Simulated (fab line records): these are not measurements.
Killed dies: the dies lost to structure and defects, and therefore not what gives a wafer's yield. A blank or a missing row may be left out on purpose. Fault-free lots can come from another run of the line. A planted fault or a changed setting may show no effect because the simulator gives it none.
Chamber matching :: flow nand-harc :: rie-diel-01 running NHARC_A_STAIRCASE_DESCUM_443: 4 sister chambers
The step chemistry O2, time 3 s. 14 wafers are shown with their chamber, then 7 later ones without.

WAFERS, EACH WITH ITS CHAMBER
wafer: L074.1
chamber: 3
drypump-motor-current-A (A): 6.6
showerhead-plenum-p-Torr (Torr): 2.00
rf-vpp-V (V): 57.2

wafer: L074.5
chamber: 0
drypump-motor-current-A (A): 5.8
showerhead-plenum-p-Torr (Torr): 1.98
rf-vpp-V (V): 58.6

wafer: L074.6
chamber: 1
drypump-motor-current-A (A): 5.0
showerhead-plenum-p-Torr (Torr): 1.87
rf-vpp-V (V): 56.8

wafer: L080.2
chamber: 0
drypump-motor-current-A (A): 5.8
showerhead-plenum-p-Torr (Torr): 1.97
rf-vpp-V (V): 58.1

wafer: L080.3
chamber: 3
drypump-motor-current-A (A): 6.6
showerhead-plenum-p-Torr (Torr): 1.99
rf-vpp-V (V): 58.8

wafer: L080.4
chamber: 2
drypump-motor-current-A (A): 5.1
showerhead-plenum-p-Torr (Torr): 1.96
rf-vpp-V (V): 57.6

wafer: L082.1
chamber: 1
drypump-motor-current-A (A): 5.0
showerhead-plenum-p-Torr (Torr): 1.86
rf-vpp-V (V): 57.1

wafer: L082.2
chamber: 0
drypump-motor-current-A (A): 5.8
showerhead-plenum-p-Torr (Torr): 1.97
rf-vpp-V (V): 58.8

wafer: L082.5
chamber: 1
drypump-motor-current-A (A): 5.0
showerhead-plenum-p-Torr (Torr): 1.86
rf-vpp-V (V): 58.0

wafer: L088.1
chamber: 3
drypump-motor-current-A (A): 6.6
showerhead-plenum-p-Torr (Torr): 1.99
rf-vpp-V (V): 58.5

wafer: L088.2
chamber: 2
drypump-motor-current-A (A): 5.2
showerhead-plenum-p-Torr (Torr): 1.95
rf-vpp-V (V): 55.6

wafer: L088.4
chamber: 0
drypump-motor-current-A (A): 5.8
showerhead-plenum-p-Torr (Torr): 1.97
rf-vpp-V (V): 58.3

wafer: L090.1
chamber: 2
drypump-motor-current-A (A): 5.1
showerhead-plenum-p-Torr (Torr): 1.95
rf-vpp-V (V): 57.9

wafer: L090.3
chamber: 3
drypump-motor-current-A (A): 6.6
showerhead-plenum-p-Torr (Torr): 1.98
rf-vpp-V (V): 57.1

SIGNATURES, as means of the wafers listed above
reading: drypump-motor-current-A
chamber 0: 5.800
chamber 1: 5.000
chamber 2: 5.133
chamber 3: 6.600
scatter within a chamber: 0.0258

reading: showerhead-plenum-p-Torr
chamber 0: 1.9725
chamber 1: 1.8633
chamber 2: 1.9533
chamber 3: 1.9900
scatter within a chamber: 0.00639

reading: rf-vpp-V
chamber 0: 58.450
chamber 1: 57.300
chamber 2: 57.033
chamber 3: 57.900
scatter within a chamber: 0.806
Rule: a wafer's distance from a chamber is the root of the sum, over the readings, of the square of ((its reading less the chamber's mean) divided by the reading's scatter). If the next closest chamber is less than 2 further off than the closest, the wafer can't be placed; otherwise it belongs to the closest. The scatter: take each reading less its chamber's mean, square it, sum over the shown wafers, divide by the number of wafers less the number of chambers, and take the root.

WAFERS WHOSE CHAMBER IS MISSING
wafer: L090.5
drypump-motor-current-A (A): 5.0
showerhead-plenum-p-Torr (Torr): 1.86
rf-vpp-V (V): 58.0

wafer: L094.1
drypump-motor-current-A (A): 5.8
showerhead-plenum-p-Torr (Torr): 1.96
rf-vpp-V (V): 57.3

wafer: L094.3
drypump-motor-current-A (A): 5.0
showerhead-plenum-p-Torr (Torr): 1.85
rf-vpp-V (V): 58.4

wafer: L094.6
drypump-motor-current-A (A): 5.9
showerhead-plenum-p-Torr (Torr): 1.96
rf-vpp-V (V): 57.6

wafer: L095.3
drypump-motor-current-A (A): 5.1
showerhead-plenum-p-Torr (Torr): 1.95
rf-vpp-V (V): 59.0

wafer: L095.5
drypump-motor-current-A (A): 5.0
showerhead-plenum-p-Torr (Torr): 1.85
rf-vpp-V (V): 56.7

wafer: L095.6
drypump-motor-current-A (A): 5.2
showerhead-plenum-p-Torr (Torr): 1.95
rf-vpp-V (V): 58.7

EACH ONE'S CHAMBER
wafer: L090.5
from the rows above: 1
in truth: 1

wafer: L094.1
from the rows above: 0
in truth: 0

wafer: L094.3
from the rows above: 1
in truth: 1

wafer: L094.6
from the rows above: 0
in truth: 0

wafer: L095.3
from the rows above: 2
in truth: 2

wafer: L095.5
from the rows above: 1
in truth: 1

wafer: L095.6
from the rows above: 2
in truth: 2
7 of 7 placed correctly. Left unplaced by these rows: 0. 0 placed wrongly.
